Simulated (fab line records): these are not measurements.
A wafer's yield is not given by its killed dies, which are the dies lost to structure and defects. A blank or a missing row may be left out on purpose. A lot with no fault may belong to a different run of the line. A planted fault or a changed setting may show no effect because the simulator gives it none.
Split-lot trial :: flow n5-finfet :: 37 wafers read across 7 lots, on a route 1938 steps long

== SPLIT DETAILS ==
At N5_BEOL_M9_TRENCH_ETCH_37 (etches SiCOH lowk in C4F6/O2, target depth 151.43 nm, time 49 s), the setting time-s was moved away from the recipe's 49 s on 18 of the 37 wafers read, by -51.7% to +46.5%. All remaining wafers had this setting at the recipe value.

== FROM THE SPLIT TO THE READING: what the file shows between them, 11 steps ==
- N5_BEOL_M9_ETCH_41: etches SiCN in CH3F/O2, target depth 36.6 nm, time 70.1 s
- N5_BEOL_M9_STRIP_80: strips in N2/H2, time 10 s
- N5_BEOL_M9_OCD_MEAS_38
- N5_BEOL_M9_HM_STRIP_39: strips TiN in peroxide tin strip, target depth 25 nm, time 158 s
- N5_BEOL_M9_SRD_40: time 30 s
- N5_BEOL_M9_ECD_50: material Cu, target thk 318 nm
- N5_BEOL_M9_ANNEAL_51: time 90 s
- N5_BEOL_M9_CMP_52: polishes, stops on SiCOH lowk, t overpolish 7 s, target thk 140 nm
- N5_BEOL_M9_THK_MEAS_53: measures by xrf
- N5_BEOL_M9_PRE_CLEAN_55: time 15 s
- N5_BEOL_M9_DEP_56: deposits SiCN from 3MS/NH3, target thk 15 nm, time 26.5 s

== THE READING ==
M9_RS (ohm/sq), read at N5_BEOL_M9_RS_MEAS_57 with a four-point probe. On this fab line, fault-free wafers typically give 0.150 ohm/sq with a standard deviation of 0.005 ohm/sq.

wafer: L075.1
tool, chamber at the split: rie-diel-02, 1
time-s as run, s: 26.85
against the recipe: -45.2%
M9_RS, ohm/sq: 0.342
against lot-mates on the recipe: +0.185

wafer: L075.2
tool, chamber at the split: rie-diel-02, 3
time-s as run, s: 26.85
against the recipe: -45.2%
M9_RS, ohm/sq: 0.363
against lot-mates on the recipe: +0.206

wafer: L075.3
tool, chamber at the split: rie-diel-02, 0
time-s as run, s: 49
against the recipe: recipe
M9_RS, ohm/sq: 0.159
against lot-mates on the recipe: -

wafer: L075.4
tool, chamber at the split: rie-diel-02, 3
time-s as run, s: 49
against the recipe: recipe
M9_RS, ohm/sq: 0.158
against lot-mates on the recipe: -

wafer: L075.5
tool, chamber at the split: rie-diel-02, 1
time-s as run, s: 26.85
against the recipe: -45.2%
M9_RS, ohm/sq: 0.353
against lot-mates on the recipe: +0.196

wafer: L075.6
tool, chamber at the split: rie-diel-02, 0
time-s as run, s: 49
against the recipe: recipe
M9_RS, ohm/sq: 0.155
against lot-mates on the recipe: -

wafer: L076.1
tool, chamber at the split: rie-diel-01, 1
time-s as run, s: 23.68
against the recipe: -51.7%
M9_RS, ohm/sq: 0.397
against lot-mates on the recipe: +0.249

wafer: L076.2
tool, chamber at the split: rie-diel-01, 3
time-s as run, s: 23.68
against the recipe: -51.7%
M9_RS, ohm/sq: 0.380
against lot-mates on the recipe: +0.232

wafer: L076.3
tool, chamber at the split: rie-diel-01, 0
time-s as run, s: 49
against the recipe: recipe
M9_RS, ohm/sq: 0.145
against lot-mates on the recipe: -

wafer: L076.4
tool, chamber at the split: rie-diel-01, 0
time-s as run, s: 49
against the recipe: recipe
M9_RS, ohm/sq: 0.146
against lot-mates on the recipe: -

wafer: L076.5
tool, chamber at the split: rie-diel-01, 3
time-s as run, s: 23.68
against the recipe: -51.7%
M9_RS, ohm/sq: 0.396
against lot-mates on the recipe: +0.248

wafer: L076.6
tool, chamber at the split: rie-diel-01, 1
time-s as run, s: 49
against the recipe: recipe
M9_RS, ohm/sq: 0.154
against lot-mates on the recipe: -

wafer: L081.1
tool, chamber at the split: rie-diel-06, 2
time-s as run, s: 71.78
against the recipe: +46.5%
M9_RS, ohm/sq: 0.093
against lot-mates on the recipe: -0.055

wafer: L081.2
tool, chamber at the split: rie-diel-06, 1
time-s as run, s: 71.78
against the recipe: +46.5%
M9_RS, ohm/sq: 0.095
against lot-mates on the recipe: -0.053

wafer: L081.3
tool, chamber at the split: rie-diel-06, 0
time-s as run, s: 49
against the recipe: recipe
M9_RS, ohm/sq: 0.145
against lot-mates on the recipe: -

wafer: L081.4
tool, chamber at the split: rie-diel-06, 3
time-s as run, s: 71.78
against the recipe: +46.5%
M9_RS, ohm/sq: 0.097
against lot-mates on the recipe: -0.051

wafer: L081.5
tool, chamber at the split: rie-diel-06, 3
time-s as run, s: 49
against the recipe: recipe
M9_RS, ohm/sq: 0.150
against lot-mates on the recipe: -

wafer: L081.6
tool, chamber at the split: rie-diel-06, 2
time-s as run, s: 49
against the recipe: recipe
M9_RS, ohm/sq: 0.148
against lot-mates on the recipe: -

wafer: L082.1
tool, chamber at the split: rie-diel-02, 2
time-s as run, s: 34.85
against the recipe: -28.9%
M9_RS, ohm/sq: 0.229
against lot-mates on the recipe: +0.077

wafer: L082.2
tool, chamber at the split: rie-diel-02, 1
time-s as run, s: 34.85
against the recipe: -28.9%
M9_RS, ohm/sq: 0.243
against lot-mates on the recipe: +0.091

wafer: L082.3
tool, chamber at the split: rie-diel-02, 0
time-s as run, s: 49
against the recipe: recipe
M9_RS, ohm/sq: 0.152
against lot-mates on the recipe: -

wafer: L082.4
tool, chamber at the split: rie-diel-02, 0
time-s as run, s: 49
against the recipe: recipe
M9_RS, ohm/sq: 0.158
against lot-mates on the recipe: -

wafer: L082.5
tool, chamber at the split: rie-diel-02, 2
time-s as run, s: 49
against the recipe: recipe
M9_RS, ohm/sq: 0.147
against lot-mates on the recipe: -

wafer: L082.6
tool, chamber at the split: rie-diel-02, 1
time-s as run, s: 34.85
against the recipe: -28.9%
M9_RS, ohm/sq: 0.234
against lot-mates on the recipe: +0.082

wafer: L086.1
tool, chamber at the split: rie-diel-01, 1
time-s as run, s: 57.81
against the recipe: +18.0%
M9_RS, ohm/sq: 0.130
against lot-mates on the recipe: -0.020

wafer: L086.2
tool, chamber at the split: rie-diel-01, 0
time-s as run, s: 57.81
against the recipe: +18.0%
M9_RS, ohm/sq: 0.118
against lot-mates on the recipe: -0.032

wafer: L086.3
tool, chamber at the split: rie-diel-01, 2
time-s as run, s: 57.81
against the recipe: +18.0%
M9_RS, ohm/sq: 0.124
against lot-mates on the recipe: -0.026

wafer: L086.4
tool, chamber at the split: rie-diel-01, 1
time-s as run, s: 49
against the recipe: recipe
M9_RS, ohm/sq: 0.157
against lot-mates on the recipe: -

wafer: L086.5
tool, chamber at the split: rie-diel-01, 0
time-s as run, s: 49
against the recipe: recipe
M9_RS, ohm/sq: 0.143
against lot-mates on the recipe: -

wafer: L086.6
tool, chamber at the split: rie-diel-01, 2
time-s as run, s: 49
against the recipe: recipe
M9_RS, ohm/sq: 0.149
against lot-mates on the recipe: -

wafer: L092.1
tool, chamber at the split: rie-diel-02, 3
time-s as run, s: 49
against the recipe: recipe
M9_RS, ohm/sq: 0.148
against lot-mates on the recipe: -

wafer: L092.2
tool, chamber at the split: rie-diel-02, 2
time-s as run, s: 49
against the recipe: recipe
M9_RS, ohm/sq: 0.145
against lot-mates on the recipe: -

wafer: L092.6
tool, chamber at the split: rie-diel-02, 0
time-s as run, s: 49
against the recipe: recipe
M9_RS, ohm/sq: 0.153
against lot-mates on the recipe: -

wafer: L095.1
tool, chamber at the split: rie-diel-06, 3
time-s as run, s: 60.5
against the recipe: +23.5%
M9_RS, ohm/sq: 0.113
against lot-mates on the recipe: -0.032

wafer: L095.2
tool, chamber at the split: rie-diel-06, 0
time-s as run, s: 60.5
against the recipe: +23.5%
M9_RS, ohm/sq: 0.112
against lot-mates on the recipe: -0.033

wafer: L095.3
tool, chamber at the split: rie-diel-06, 2
time-s as run, s: 60.5
against the recipe: +23.5%
M9_RS, ohm/sq: 0.116
against lot-mates on the recipe: -0.029

wafer: L095.5
tool, chamber at the split: rie-diel-06, 2
time-s as run, s: 49
against the recipe: recipe
M9_RS, ohm/sq: 0.145
against lot-mates on the recipe: -

FIT RESULTS
A straight line over all 37 wafers: M9_RS changes by -0.00315 ohm/sq for each +1% of time-s; r = -0.93; the points scatter about the line by 0.034 ohm/sq.
The same after taking each lot's own level away (the mean of its wafers on the recipe; 37 wafers): -0.00309 ohm/sq for each +1%; r = -0.92; scatter 0.035 ohm/sq.
Per that fit: largest time-s move, reading shift of 0.16 ohm/sq.
The span of the lots' own levels, 0.1450 to 0.1573 ohm/sq, comes to 2.5 times the standard deviation stated above.
The two slopes agree, so the slope changes little with the lot-to-lot level.
Check: with one of the wafers moved furthest among these (-51.7%) left out of the fit, the line predicts +0.175 ohm/sq for it against its lot-mates. Against them it came out at +0.249 ohm/sq.

== THE WHOLE CHAIN: every reading that the file lists as answering this split, in the file's order ==
step: N5_BEOL_M9_TRENCH_ETCH_37
what it does: etches SiCOH lowk in C4F6/O2, target depth 151.43 nm, time 49 s
reading: etch.depth-nm (the simulator's own value, which no gauge read)
change (the file's fit): +1.53 nm for each +1% of the setting
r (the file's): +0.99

step: N5_BEOL_M9_TRENCH_ETCH_37
what it does: etches SiCOH lowk in C4F6/O2, target depth 151.43 nm, time 49 s
reading: BEOL_M9.feature-depth-nm (the simulator's own value, which no gauge read)
change (the file's fit): +1.53 nm for each +1% of the setting
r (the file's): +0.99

step: N5_BEOL_M9_TRENCH_ETCH_37
what it does: etches SiCOH lowk in C4F6/O2, target depth 151.43 nm, time 49 s
reading: TiN_of_BEOL_M9_HM_DEP_02.thk-nm (the simulator's own value, which no gauge read)
change (the file's fit): -0.041 nm for each +1% of the setting
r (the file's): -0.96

step: N5_BEOL_M9_OCD_MEAS_38
what it does: 
reading: trench-depth-nm
change (the file's fit): +1.53 nm for each +1% of the setting
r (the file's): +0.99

step: N5_BEOL_M9_CMP_52
what it does: polishes, stops on SiCOH lowk, t overpolish 7 s, target thk 140 nm
reading: Cu_of_BEOL_M9_ECD_50.thk-nm (the simulator's own value, which no gauge read)
change (the file's fit): +1.54 nm for each +1% of the setting
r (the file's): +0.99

step: N5_BEOL_M9_THK_MEAS_53
what it does: measures by xrf
reading: M9_THK
change (the file's fit): +1.59 for each +1% of the setting
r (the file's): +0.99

step: N5_BEOL_M9_RS_MEAS_57
what it does: measures by four-point-probe
reading: M9_RS
change (the file's fit): -0.00326 for each +1% of the setting
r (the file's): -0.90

== FILE'S OWN FIT ==
M9_RS changes by -0.00326 ohm/sq for each +1% of time-s, r = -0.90.
